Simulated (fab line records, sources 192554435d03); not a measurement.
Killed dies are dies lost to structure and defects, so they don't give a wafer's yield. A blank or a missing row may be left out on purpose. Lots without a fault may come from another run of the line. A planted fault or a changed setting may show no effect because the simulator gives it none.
Which tool did it? | flow n5_finfet | 24 lots, 72 wafers sampled, at 1 step of a route of 1938

WHAT THE GAUGES READ, wafer by wafer
N5_BEOL_M14_OVL_MEAS_29.
lot  | measured     | on         | M14_OVL (nm)
L075 | day 11 12:44 | overlay-02 | 4 4 4
L076 | day 11 18:38 | overlay-02 | -4 1 -8
L074 | day 11 21:46 | overlay-02 | -2 -4 -7
L077 | day 12 04:18 | overlay-02 | 0 6 2
L079 | day 13 05:25 | overlay-02 | 0 -8 -9
L078 | day 13 05:28 | overlay-02 | -2 -1 -1
L082 | day 13 07:40 | overlay-02 | -12 -11 -3
L081 | day 13 11:27 | overlay-02 | -1 4 -3
L080 | day 13 12:08 | overlay-02 | -2 -4 -1
L083 | day 13 21:13 | overlay-01 | -4 -2 -3
L085 | day 14 00:49 | overlay-02 | -7 -3 1
L084 | day 14 05:49 | overlay-02 | 0 0 0
L086 | day 14 17:49 | overlay-02 | -1 -4 -2
L087 | day 14 23:55 | overlay-01 | 2 2 -4
L088 | day 15 00:26 | overlay-01 | -4 4 1
L089 | day 15 06:31 | overlay-01 | -2 -8 -7
L090 | day 15 15:18 | overlay-02 | -4 1 -5
L091 | day 15 17:34 | overlay-02 | -2 -6 -7
L092 | day 15 20:06 | overlay-02 | -2 -2 -2
L095 | day 16 12:26 | overlay-02 | -2 -4 -3
L093 | day 16 19:54 | overlay-02 | -2 -6 -2
L096 | day 17 01:13 | overlay-01 | 5 6 2
L094 | day 17 01:59 | overlay-01 | -1 2 -8
L097 | day 17 16:59 | overlay-02 | 2 -3 -5

WHICH TOOL RAN EACH LOT (tool, then ch and the chambers of the sampled wafers, then the start)
The record holds no process step before these readings.

WHAT THE TOOLS THEMSELVES READ (means of the sampled wafers that have a number; where no wafer has one, the mark that the record gives instead)
The record holds no such reading with a usual standard deviation.

THE ANSWER, worked out from the rows above alone
Rule: what is usual is taken from the lots themselves. Put in order of their means at a reading, lots are off if they are a third of the lots or fewer, leave a main group of 4 or more, and stand apart from it by a gap of 3 or more times the standard deviation of the main group's means; of several such gaps the widest counts. A main group whose means are all the same, to the digits that the tables above print for the reading, isn't used. A lot without any number at a reading at which 4 lots or more have one is off too. The other lots that the step has rows for count as sound. The gauges are gone through in route order, then the tools' own readings, and for those a lot's mean is taken as printed above. The first step at which some lot is off is used, and at that step the reading that is off furthest; a lot without a number counts as furthest.
No lot is off at any reading shown: from this, nothing can be told.

WHAT THE SIMULATOR HAD PUT IN
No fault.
